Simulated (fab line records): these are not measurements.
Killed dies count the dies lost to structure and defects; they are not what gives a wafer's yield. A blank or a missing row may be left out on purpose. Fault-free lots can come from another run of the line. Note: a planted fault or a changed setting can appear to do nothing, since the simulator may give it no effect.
Comparing a struck lot with a sound one || flow nand_harc || 14 steps out of a route of 1302
Sound: wafers L665.1, L665.3, L665.4. The struck wafers were L675.2, L675.4, L675.6. The cause is given at the end.
For every step that has rows: the tool of each side, followed by ch and its chambers, followed by its first start. Under that, the readings that differ: sound wafers || struck wafers || difference of the means || sigmas: that difference in standard deviations of wafers without a fault.
alike: a reading whose means differ by less than 2 such deviations, as well as words and numbers matching on both sides. not compared: withheld readings; readings where some wafer has no value; bounds like >300 that might hide an equal value; numbers whose values overlap and for which the record gives no deviation.
A row with sigmas, a row that says differs or no value, or rows on one side alone: a step with any of these is where the two part. Numbers that have no deviation but don't overlap get no sigmas and don't part them. A reading missing from all wafers of one side parts the sides only when that side holds two or more wafers.

NHARC_A_M1_DEGAS_29: time 60 s.
  sound: pvd_sputter-03 at day 23 09:05; struck: pvd_sputter-01 at day 27 08:42
  alike: heater_power_w
NHARC_A_M1_PRE_CLEAN_30: time 30 s.
  sound on pvd_sputter-03; struck on pvd_sputter-01
  alike: heater_power_w
NHARC_A_M1_PVD_20: deposits TaN, target thk 5 nm, time 8.06 s.
  sound on pvd_sputter-03; struck on pvd_sputter-01
  alike: throttle_valve_pct
then, 2 steps without rows for these wafers: NHARC_A_M1_PVD_21 (deposits Cu, target thk 30 nm, time 20.49 s); NHARC_A_M1_ECD_22 (material Cu, target thk 400 nm).
NHARC_A_M1_ANNEAL_31: time 90 s.
  sound on rtp_anneal-01 ch 0, day 23 09:49; struck on rtp_anneal-02 ch 0, day 27 09:30
  alike: wafer_temp_C_max
then, 1 step without rows for these wafers: NHARC_A_M1_CMP_23 (polishes, t overpolish 20 s, target thk 154.34 nm).
NHARC_A_M1_THK_MEAS_24: measures by xrf.
  sound: film_metro-01 at day 23 10:28; struck: film_metro-02 at day 27 10:07
  alike: thk_nm
next, for these wafers, 1 step has no rows: NHARC_A_M1_SRD_25.
NHARC_A_M1_INSPECT_27:
  sound: defect_inspect-01 at day 23 10:40; struck: defect_inspect-01 at day 27 10:16
  alike: raw_defect_count
then, 1 step without rows for these wafers: NHARC_A_M1_PRE_CLEAN_32 (time 12 s).
NHARC_A_M1_DEP_33: deposits SiCN, target thk 30 nm.
  sound on pecvd-01 ch 0,2, day 23 10:51; struck on pecvd-02 ch 0,1,2, day 27 10:27
  no value came back on the struck wafers for chamber_pressure_Torr (Torr), heater_power_outer_w (W), heater_power_w (W); on the sound wafers chamber_pressure_Torr (Torr) reads 3.005 2.990 3.007
NHARC_A_BONDPAD_DEP_00: deposits SiCN, target thk 250 nm.
  sound on pecvd-03 ch 1,2, day 23 11:22; struck on pecvd-03 ch 0, day 27 11:02
{"reading": "heater_power_outer_w (W)", "sound": "470 327 477", "struck": "209 212 219", "difference": -211, "sigmas": -3}
{"reading": "heater_power_w (W)", "sound": "746 563 747", "struck": "414 415 414", "difference": -271, "sigmas": -3}
  alike: chamber_pressure_Torr
NHARC_END_SORT_01:
  sound on prober-01 ch 0, day 24 21:29; struck on prober-02 ch 0, day 28 20:27
  alike: defect_limited_yield, killed_at_array, killed_at_other, killed_at_periphery, killed_dies, killed_open, killed_short, sort_bin_2_pct, sort_bin_3_pct, sort_bin_4_pct, sort_n_pass, sort_rim_yield_pct, sort_yield_pct

WHERE THEY PART
Earliest at NHARC_A_M1_DEP_33; latest, in this record, at NHARC_A_BONDPAD_DEP_00. Later steps at which nothing parts them and some readings are alike: NHARC_END_SORT_01.

WHY: what the simulator had put in
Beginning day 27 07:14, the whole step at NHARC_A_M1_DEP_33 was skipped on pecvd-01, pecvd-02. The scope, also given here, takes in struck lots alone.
